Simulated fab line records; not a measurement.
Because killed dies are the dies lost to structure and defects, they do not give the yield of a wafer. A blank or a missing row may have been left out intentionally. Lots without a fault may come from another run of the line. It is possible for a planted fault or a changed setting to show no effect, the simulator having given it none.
fab line records -- flow nand-harc
record: lots: 14, wafers: 42, last-day: 33
route steps=1302 shown THIN_TSV@1256
lots untouched by any fault: they come from a run of this same line in which no faults occurred
start-h: the number of hours between the record's first day and the start of the first shown wafer of the lot -- wait-h: hours elapsed since this lot's preceding step -- " as in the row above -- L1.1+2: a row that stands for several wafers -- - no value, or no start given -- * or withheld: withheld -- < > ~ a bound
route shown NAME@n: names a module that has steps shown in the file, with the first one's number in the route -- usual: mean/standard deviation of fault-free wafers -- same: alike in all rows -- chamber/n: place in a boat -- sites: readings site by site -- _std_site: standard deviation of those values -- _edge_site: mean of outer sites minus mean of inner sites -- radius-mm: how far each site lies from the wafer's centre -- mask NAME#n: copy n -- behind: the most recent tool/chamber to have shaped the wafer -- hold: why the lot was held/for how many hours/how that ended -- device: names the non-switching transistor (n, p or np) -- end of line: tests of these same wafers at the route's end -- a step with no rows: only its recipe -- killed: at the first sort, the dies lost to defects and structure; wafer yield is something else -- map: shows each die of a wafer: x if killed, . if not, _ if none is there
set.NAME: setting as actually run; set.NAME@STEP: the setting as run at that earlier step -- model.NAME: the simulator's own value behind a step, which no gauge read
route steps across a sampled set of lots; one table per step, one row per wafer
services: from which hour (start-h, from the record's first day; less than 0 if before it) a tool's chamber was out of use, for how many hours, and why
== steps ==
step: NHARC_THIN_TSV_EXPOSE_09
recipe: na: 0.55, dose-mj: 30.7, mask-id: TSV
usual: exposure-dose-mJ-cm2: 30.703/0.027, focus-offset-nm: 0.0/0.52
lot.wafer,tool,chamber,start-h,wait-h,mask,exposure-dose-mJ-cm2,focus-offset-nm
L223.1,krf-scanner-01,0,547.86,-,TSV#0,30.676,-0.2
L223.4,krf-scanner-01,0,547.86,-,TSV#0,30.704,-0.1
L223.5,krf-scanner-01,0,547.86,-,TSV#0,30.675,-0.4
L227.2,krf-scanner-04,0,580.31,-,TSV#0,30.698,-0.1
L227.3,krf-scanner-04,0,580.31,-,TSV#0,30.734,-0.8
L227.4,krf-scanner-04,0,580.31,-,TSV#0,30.762,-0.3
L225.1,krf-scanner-02,0,582.76,-,TSV#0,30.692,0.0
L225.3,krf-scanner-02,0,582.76,-,TSV#0,30.654,0.8
L225.5,krf-scanner-02,0,582.76,-,TSV#0,30.692,0.8
L233.1,krf-scanner-01,-,631.43,-,TSV#0,-,-
L233.2,krf-scanner-01,-,631.43,-,TSV#0,-,-
L233.6,krf-scanner-01,-,631.43,-,TSV#0,-,-
L232.2,krf-scanner-04,-,632.59,-,TSV#0,-,-
L232.3,krf-scanner-04,-,632.59,-,TSV#0,-,-
L232.4,krf-scanner-04,-,632.59,-,TSV#0,-,-
L235.2,krf-scanner-02,0,668.57,-,TSV#0,30.694,0.0
L235.4,krf-scanner-02,0,668.57,-,TSV#0,30.730,0.3
L235.6,krf-scanner-02,0,668.57,-,TSV#0,30.679,0.1
L236.2,krf-scanner-01,0,681.47,-,TSV#0,30.678,0.1
L236.4,krf-scanner-01,0,681.47,-,TSV#0,30.694,-0.1
L236.5,krf-scanner-01,0,681.47,-,TSV#0,30.693,-0.1
L238.2,krf-scanner-01,0,690.47,-,TSV#0,30.655,-0.2
L238.3,krf-scanner-01,0,690.47,-,TSV#0,30.701,0.0
L238.4,krf-scanner-01,0,690.47,-,TSV#0,30.638,0.2
L239.2,krf-scanner-01,0,699.32,-,TSV#0,30.706,-1.2
L239.3,krf-scanner-01,0,699.32,-,TSV#0,30.737,-0.7
L239.6,krf-scanner-01,0,699.32,-,TSV#0,30.723,-0.6
L242.1,krf-scanner-02,0,716.86,-,TSV#0,30.703,0.1
L242.4,krf-scanner-02,0,716.86,-,TSV#0,30.706,-0.9
L242.5,krf-scanner-02,0,716.86,-,TSV#0,30.719,-0.9
L241.3,krf-scanner-02,0,720.97,-,TSV#0,30.686,-0.6
L241.5,krf-scanner-02,0,720.97,-,TSV#0,30.693,-0.9
L241.6,krf-scanner-02,0,720.97,-,TSV#0,30.746,0.0
L243.4,krf-scanner-02,0,746.28,-,TSV#0,30.737,0.7
L243.5,krf-scanner-02,0,746.28,-,TSV#0,30.729,-0.3
L243.6,krf-scanner-02,0,746.28,-,TSV#0,30.717,-0.1
L245.1,krf-scanner-04,0,758.92,-,TSV#0,30.668,-0.2
L245.2,krf-scanner-04,0,758.92,-,TSV#0,30.675,0.8
L245.6,krf-scanner-04,0,758.92,-,TSV#0,30.683,0.3
L246.1,krf-scanner-02,0,773.71,-,TSV#0,30.692,-0.1
L246.3,krf-scanner-02,0,773.71,-,TSV#0,30.638,-0.3
L246.5,krf-scanner-02,0,773.71,-,TSV#0,30.708,-0.7
step: NHARC_THIN_TSV_ETCH_44
recipe: target-depth-a: 15942, time-s: 797.1, cf4-flow-sccm: 150, o2-flow-sccm: 10, ar-flow-sccm: 0, rf-w: 300, bias-w: 800, chemistry: CF4/O2
usual: drypump-motor-current-A: 5.7/0.52, oes-product-au: 0.998/0.0097, rf-fwd-power-W: 299.7/0.92, rf-vpp-V: 794/4.5, showerhead-plenum-p-Torr: 1.82/0.073, throttle-valve-pct: 16.915/0.01
lot.wafer,tool,chamber,start-h,wait-h,drypump-motor-current-A,oes-product-au,rf-fwd-power-W,rf-hours-counter-h,rf-vpp-V,showerhead-plenum-p-Torr,throttle-valve-pct
L223.1,rie-diel-11,0,548.42,0.2,5.8,0.996,299.6,8.6,788,1.74,16.916
L223.4,rie-diel-11,1,548.42,0.2,6.1,0.992,299.4,-,798,1.89,16.900
L223.5,rie-diel-11,0,548.42,0.2,5.8,0.993,300.8,-,789,1.74,16.934
L227.4,rie-diel-07,0,580.70,0.1,5.1,1.012,300.1,4.2,793,1.82,16.915
L227.3,rie-diel-07,2,580.70,0.1,6.0,0.995,301.7,4.2,794,1.83,16.925
L227.2,rie-diel-07,3,580.70,0.1,5.5,1.000,299.9,4.2,792,1.79,16.937
L225.3,rie-diel-07,2,583.16,0.1,5.9,1.004,299.1,4.4,795,1.83,16.929
L225.1,rie-diel-07,3,583.16,0.1,5.5,0.990,299.4,4.4,793,1.79,16.907
L225.5,rie-diel-07,3,583.16,0.1,5.5,1.007,299.1,-,793,1.79,16.911
L233.2,rie-diel-09,3,631.94,0.2,5.4,0.991,299.7,6.2,801,1.95,16.910
L233.1,rie-diel-09,0,631.94,0.2,6.4,0.999,300.4,5.5,791,1.78,16.921
L233.6,rie-diel-09,1,631.94,0.2,5.7,0.995,300.4,-,787,1.71,16.932
L232.4,rie-diel-09,2,633.04,0.1,5.5,1.002,300.4,7.0,787,1.72,16.913
L232.2,rie-diel-09,3,633.04,0.1,5.5,1.006,298.9,6.4,802,1.95,16.914
L232.3,rie-diel-09,0,633.04,0.1,6.5,1.011,298.3,5.7,790,1.78,16.909
L235.2,rie-diel-11,3,669.02,0.1,5.2,0.987,299.4,2.8,789,1.74,16.922
L235.4,rie-diel-11,0,669.02,0.1,5.9,0.967,298.5,2.7,789,1.74,16.916
L235.6,rie-diel-11,3,669.02,0.1,5.2,0.989,300.2,-,787,1.74,16.925
L236.4,rie-diel-11,1,681.87,0.1,6.2,0.984,300.0,3.6,798,1.89,16.918
L236.2,rie-diel-11,2,681.87,0.1,5.7,1.005,300.1,3.8,801,1.95,16.907
L236.5,rie-diel-11,2,681.87,0.1,5.6,1.013,297.7,-,800,1.95,16.922
L238.3,rie-diel-07,0,690.93,0.1,5.1,1.002,299.3,2.0,795,1.82,16.907
L238.4,rie-diel-07,1,690.93,0.1,6.7,1.002,300.9,1.9,799,1.91,16.938
L238.2,rie-diel-07,2,690.93,0.1,5.9,0.991,300.2,2.1,793,1.83,16.903
L239.3,rie-diel-11,2,699.83,0.2,5.7,1.014,300.6,5.2,801,1.95,16.908
L239.2,rie-diel-11,3,699.83,0.2,5.2,0.991,299.6,4.7,790,1.74,16.912
L239.6,rie-diel-11,0,699.83,0.2,5.8,0.993,300.9,-,788,1.74,16.933
L242.1,rie-diel-11,2,717.26,0.1,5.7,1.005,299.4,6.4,802,1.95,16.922
L242.4,rie-diel-11,1,717.26,0.1,6.2,0.994,301.3,6.2,797,1.89,16.918
L242.5,rie-diel-11,2,717.26,0.1,5.7,1.024,299.2,-,801,1.95,16.896
L241.3,rie-diel-07,0,721.42,0.1,5.1,1.002,299.2,4.0,794,1.82,16.920
L241.5,rie-diel-07,3,721.42,0.1,5.5,1.011,299.1,-,792,1.79,16.915
L241.6,rie-diel-07,0,721.42,0.1,5.0,1.002,300.2,-,793,1.82,16.903
L243.4,rie-diel-09,1,746.72,0.1,5.7,1.001,300.4,2.2,785,1.71,16.908
L243.5,rie-diel-09,0,746.72,0.1,6.4,0.991,297.7,-,793,1.78,16.916
L243.6,rie-diel-09,1,746.72,0.1,5.7,0.999,299.8,-,786,1.71,16.914
L245.2,rie-diel-11,1,759.45,0.2,6.2,0.994,299.6,8.9,798,1.89,16.922
L245.1,rie-diel-11,2,759.45,0.2,5.7,1.016,299.1,9.0,803,1.95,16.934
L245.6,rie-diel-11,0,759.45,0.2,5.8,0.993,300.3,-,789,1.74,16.910
L246.1,rie-diel-07,1,774.23,0.2,6.7,1.006,300.7,5.6,799,1.91,16.906
L246.3,rie-diel-07,2,774.23,0.2,6.0,0.989,299.1,5.8,795,1.83,16.903
L246.5,rie-diel-07,3,774.23,0.2,5.5,1.001,299.1,-,791,1.79,16.916
step: NHARC_THIN_TSV_ETCH_15
recipe: target-depth-a: 30000, bosch-target-overetch-cycles: 2, bosch-etch-step-s: 2.8, bosch-dep-step-s: 1.2, bosch-cycles: 14
usual: drypump-motor-current-A: 5.5/0.44
lot.wafer,tool,chamber,start-h,wait-h,drypump-motor-current-A,rf-hours-counter-h
L223.1,rie-si-05,2,549.23,0.7,5.8,0.32
L223.4,rie-si-05,0,549.23,0.7,5.3,0.34
L223.5,rie-si-05,3,549.23,0.7,4.8,-
L227.4,rie-si-04,2,581.27,-,6.3,0.30
L227.2,rie-si-04,3,581.27,-,5.5,0.25
L227.3,rie-si-04,0,581.27,-,5.5,0.27
L225.3,rie-si-05,3,583.73,-,4.7,0.53
L225.1,rie-si-05,0,583.73,-,5.3,0.58
L225.5,rie-si-05,0,583.73,-,5.3,-
L233.1,rie-si-05,1,632.40,-,5.1,0.91
L233.2,rie-si-05,0,632.40,-,5.3,0.93
L233.6,rie-si-05,2,632.40,-,5.8,-
L232.3,rie-si-03,1,633.56,-,6.1,0.21
L232.2,rie-si-03,2,633.56,-,5.6,0.20
L232.4,rie-si-03,0,633.56,-,5.6,0.22
L235.4,rie-si-04,3,669.56,-,5.5,0.73
L235.2,rie-si-04,1,669.56,-,5.2,1.06
L235.6,rie-si-04,2,669.56,-,6.3,-
L236.2,rie-si-04,3,682.46,-,5.5,0.82
L236.4,rie-si-04,0,682.46,-,5.5,0.99
L236.5,rie-si-04,1,682.46,-,5.2,-
L238.2,rie-si-03,0,691.44,-,5.6,0.57
L238.3,rie-si-03,1,691.44,-,6.1,0.54
L238.4,rie-si-03,2,691.44,-,5.6,0.53
L239.2,rie-si-05,1,700.28,-,5.0,0.18
L239.3,rie-si-05,2,700.28,-,5.8,0.21
L239.6,rie-si-05,2,700.28,-,5.8,-
L242.1,rie-si-03,2,717.86,-,5.6,0.70
L242.4,rie-si-03,3,717.86,-,5.8,0.78
L242.5,rie-si-03,1,717.86,-,6.1,-
L241.3,rie-si-03,1,721.97,-,6.1,0.74
L241.5,rie-si-03,2,721.97,-,5.5,-
L241.6,rie-si-03,3,721.97,-,5.8,-
L243.4,rie-si-03,2,747.27,-,5.6,0.83
L243.6,rie-si-03,3,747.27,-,5.8,-
L243.5,rie-si-03,0,747.27,-,5.6,-
L245.2,rie-si-05,1,759.92,-,5.0,0.48
L245.1,rie-si-05,3,759.92,-,4.7,0.61
L245.6,rie-si-05,1,759.92,-,5.1,-
L246.3,rie-si-04,3,774.71,-,5.5,0.43
L246.1,rie-si-04,0,774.71,-,5.5,0.54
L246.5,rie-si-04,2,774.71,-,6.3,-
step: NHARC_THIN_TSV_DEP_47
recipe: target-thk-a: 2000, temp-c: withheld, pressure-torr: 6.5, rf-w: 900, teos-flow-sccm: 161.4, flow-sccm: 2650, target-thk-nm: 200, gas: O2, material: SiO2
usual: rf-fwd-power-W: 899.0/2.6, throttle-valve-pct: 16.2/0.3
lot.wafer,tool,chamber,start-h,wait-h,rf-fwd-power-W,throttle-valve-pct
L223.1,pecvd-04,1,550.29,-,901.9,16.4
L223.4,pecvd-04,1,550.29,-,903.8,16.2
L223.5,pecvd-04,2,550.29,-,896.6,16.5
L227.2,pecvd-02,0,582.49,-,893.5,16.9
L227.3,pecvd-02,1,582.49,-,896.0,15.7
L227.4,pecvd-02,1,582.49,-,900.9,15.4
L225.3,pecvd-02,2,584.79,-,902.3,16.3
L225.1,pecvd-02,0,584.79,-,901.1,16.8
L225.5,pecvd-02,1,584.79,-,893.6,15.4
L233.2,pecvd-02,0,633.48,-,901.2,16.3
L233.1,pecvd-02,1,633.48,-,900.7,15.7
L233.6,pecvd-02,1,633.48,-,897.7,16.1
L232.3,pecvd-01,2,634.68,-,901.6,16.7
L232.2,pecvd-01,0,634.68,-,895.9,16.7
L232.4,pecvd-01,1,634.68,-,895.4,16.1
L235.2,pecvd-04,2,670.61,-,896.1,16.1
L235.6,pecvd-04,1,670.61,-,897.3,15.9
L235.4,pecvd-04,0,670.61,-,897.8,16.1
L236.2,pecvd-02,1,683.45,-,899.8,16.0
L236.5,pecvd-02,1,683.45,-,897.8,16.0
L236.4,pecvd-02,2,683.45,-,900.3,15.7
L238.2,pecvd-02,2,692.46,-,902.0,15.4
L238.3,pecvd-02,0,692.46,-,898.5,16.7
L238.4,pecvd-02,2,692.46,-,901.0,15.7
L239.2,pecvd-04,1,701.29,-,895.9,15.9
L239.3,pecvd-04,0,701.29,-,902.3,16.1
L239.6,pecvd-04,0,701.29,-,896.9,15.8
L242.1,pecvd-04,0,718.85,-,898.5,16.1
L242.4,pecvd-04,0,718.85,-,898.1,16.0
L242.5,pecvd-04,2,718.85,-,895.4,16.2
L241.3,pecvd-04,1,723.09,-,896.5,16.1
L241.6,pecvd-04,1,723.09,-,899.8,16.2
L241.5,pecvd-04,0,723.09,-,891.5,16.2
L243.6,pecvd-04,2,748.39,-,893.5,16.2
L243.4,pecvd-04,0,748.39,-,900.3,16.1
L243.5,pecvd-04,1,748.39,-,895.9,16.3
L245.1,pecvd-01,1,760.93,-,896.6,16.4
L245.2,pecvd-01,2,760.93,-,899.9,16.4
L245.6,pecvd-01,1,760.93,-,900.3,16.3
L246.3,pecvd-04,0,775.86,-,897.6,16.2
L246.1,pecvd-04,1,775.86,-,901.5,16.0
L246.5,pecvd-04,2,775.86,-,900.7,16.2
== services ==
tool,chamber,start-h,hours,kind
rie-diel-11,3,535.36,21.3,repair
rie-diel-11,2,539.79,16.3,repair
rie-diel-11,-,541.86,1.2,repair
rie-si-03,-,554.03,1.3,repair
rie-si-03,0,569.93,0.9,repair
rie-si-03,-,575.00,9.0,pm
krf-scanner-02,-,580.80,1.5,repair
pecvd-02,-,589.73,13.0,pm
rie-diel-07,0,601.91,3.2,repair
rie-diel-11,-,609.50,9.0,pm
krf-scanner-02,-,610.00,4.0,pm
rie-si-03,0,622.73,2.1,repair
pecvd-04,-,631.00,13.0,pm
rie-diel-07,-,648.23,9.0,pm
rie-si-05,-,659.00,9.0,pm
krf-scanner-01,-,665.35,4.0,pm
rie-diel-07,1,669.77,2.2,repair
rie-diel-11,-,675.27,3.4,repair
rie-si-03,-,706.45,0.1,repair
krf-scanner-01,-,707.72,0.3,repair
pecvd-04,2,722.76,23.0,repair
rie-si-03,-,748.23,11.6,repair
krf-scanner-01,-,755.83,0.8,repair
pecvd-02,-,770.73,13.0,pm
== key ==
first-sign: step: NHARC_THIN_TSV_EXPOSE_09, reading: tool-record, direction: missing
effect none on later readings
met-at NHARC_THIN_TSV_EXPOSE_09
struck-lots L232,L233
later-rows-left-out L232.2,L232.3,L232.4,L233.1,L233.2,L233.6
sort-left-out L232.2,L232.3,L232.4,L233.1,L233.2,L233.6
not-acting-at NHARC_THIN_TSV_ETCH_44,NHARC_THIN_TSV_ETCH_15,NHARC_THIN_TSV_DEP_47
onset-between 580.31 631.43
fault: kind: skipped-step-whole, tool: krf-scanner-01,krf-scanner-04, chamber: -, onset-h: 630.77, steps: NHARC_THIN_TSV_EXPOSE_09, scope: struck-lots-only
sort-left-out: the simulated sort isn't trusted on such a fault, so these wafers' sort isn't shown, and their yield isn't known
later-rows-left-out: the simulator's readings of these wafers behind a module that went badly wrong aren't trusted and aren't shown, but for the sort
